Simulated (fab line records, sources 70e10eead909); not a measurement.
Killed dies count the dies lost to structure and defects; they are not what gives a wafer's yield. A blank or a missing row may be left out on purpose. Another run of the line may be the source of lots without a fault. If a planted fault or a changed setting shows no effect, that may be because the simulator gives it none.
Commonality check across tools || flow nand harc || 3 lots, 9 wafers sampled

## WHY IT WAS OPENED
On 3 of the 3 lots, a flag is raised at NHARC_END_SORT_01 on the reading killed at periphery. Fault-free wafers read 3.4, with a standard deviation of 2.4.
Rule: flag the lot when none of its wafers has a number, or when each of its wafers that has one lies beyond 4 standard deviations from that mean. All remaining lots are regarded as sound.

{"lot": "L794", "measured": "day 25 10:07", "on": "prober-01", "killed at periphery, wafer by wafer": "175 202 198", "flag": "FLAGGED"}
{"lot": "L795", "measured": "day 26 13:04", "on": "prober-01", "killed at periphery, wafer by wafer": "224 197 222", "flag": "FLAGGED"}
{"lot": "L799", "measured": "day 29 09:04", "on": "prober-02", "killed at periphery, wafer by wafer": "137 139 140", "flag": "FLAGGED"}
The mean of the flagged lots' numbers is 181.6, +178.2 from the usual (+74 standard deviations).

## WHICH TOOL RAN EACH LOT
3 process steps preceding the reading are held in the record, out of 1302 steps in the route. Cell contents, in order: the tool; ch with the chambers the sampled wafers went through; the start.
{"lot": "L794", "flag": "FLAGGED", "NHARC_P_GATE_EXPOSE_43": "krf scanner-01 ch 0, day 6 15:07", "NHARC_THIN_TSV_DEP_43": "pecvd-04 ch 0,2, day 24 17:05", "NHARC_THIN_TSV_DEGAS_53": "pvd sputter-03, day 24 22:43"}
{"lot": "L795", "flag": "FLAGGED", "NHARC_P_GATE_EXPOSE_43": "krf scanner-01 ch 0, day 7 07:53", "NHARC_THIN_TSV_DEP_43": "pecvd-04 ch 0,1, day 25 18:00", "NHARC_THIN_TSV_DEGAS_53": "pvd sputter-01, day 25 23:43"}
{"lot": "L799", "flag": "FLAGGED", "NHARC_P_GATE_EXPOSE_43": "krf scanner-01 ch 0, day 9 04:22", "NHARC_THIN_TSV_DEP_43": "pecvd-03 ch 0,1,2, day 28 10:32", "NHARC_THIN_TSV_DEGAS_53": "pvd sputter-03, day 28 16:08"}
What the steps here do:
- NHARC_P_GATE_EXPOSE_43: exposes mask P NSD, target cd 720 nm.
- NHARC_THIN_TSV_DEP_43: deposits SiO2, target thk 1328.5 nm.
- NHARC_THIN_TSV_DEGAS_53: time 60 s.
- NHARC_END_SORT_01

## FLAGGED OVER TOTAL, TOOL BY TOOL (the gauges that took the reading come last)
{"step": "NHARC_P_GATE_EXPOSE_43", "tool": "krf scanner-01", "lots run": 3, "flagged": 3, "share of the flagged lots": "all", "sound lots run after its first flagged lot": 0}
{"step": "NHARC_THIN_TSV_DEP_43", "tool": "pecvd-03", "lots run": 1, "flagged": 1, "share of the flagged lots": "some", "sound lots run after its first flagged lot": 0}
{"step": "NHARC_THIN_TSV_DEP_43", "tool": "pecvd-04", "lots run": 2, "flagged": 2, "share of the flagged lots": "some", "sound lots run after its first flagged lot": 0}
{"step": "NHARC_THIN_TSV_DEGAS_53", "tool": "pvd sputter-01", "lots run": 1, "flagged": 1, "share of the flagged lots": "some", "sound lots run after its first flagged lot": 0}
{"step": "NHARC_THIN_TSV_DEGAS_53", "tool": "pvd sputter-03", "lots run": 2, "flagged": 2, "share of the flagged lots": "some", "sound lots run after its first flagged lot": 0}
{"step": "NHARC_END_SORT_01", "tool": "prober-01", "lots run": 2, "flagged": 2, "share of the flagged lots": "some", "sound lots run after its first flagged lot": 0}
{"step": "NHARC_END_SORT_01", "tool": "prober-02", "lots run": 1, "flagged": 1, "share of the flagged lots": "some", "sound lots run after its first flagged lot": 0}

## WHAT THE TABLE ALLOWS
Rows of the table that ran each flagged lot: 1, that is krf scanner-01 at NHARC_P_GATE_EXPOSE_43.
- krf scanner-01 at NHARC_P_GATE_EXPOSE_43 ran 3 lots, 3 of them flagged. It ran no sound lot before its first flagged lot in this sample, so the start can't be narrowed down.
krf scanner-01 at NHARC_P_GATE_EXPOSE_43 is the single tool remaining.

## WHAT THE SIMULATOR HAD PUT IN
Scanner matching overlay: krf scanner-01, from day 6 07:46 on, at NHARC_P_GATE_EXPOSE_43. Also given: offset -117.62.
Shown lots that were struck: L794, L795, L799. This agrees with what the rule above found.
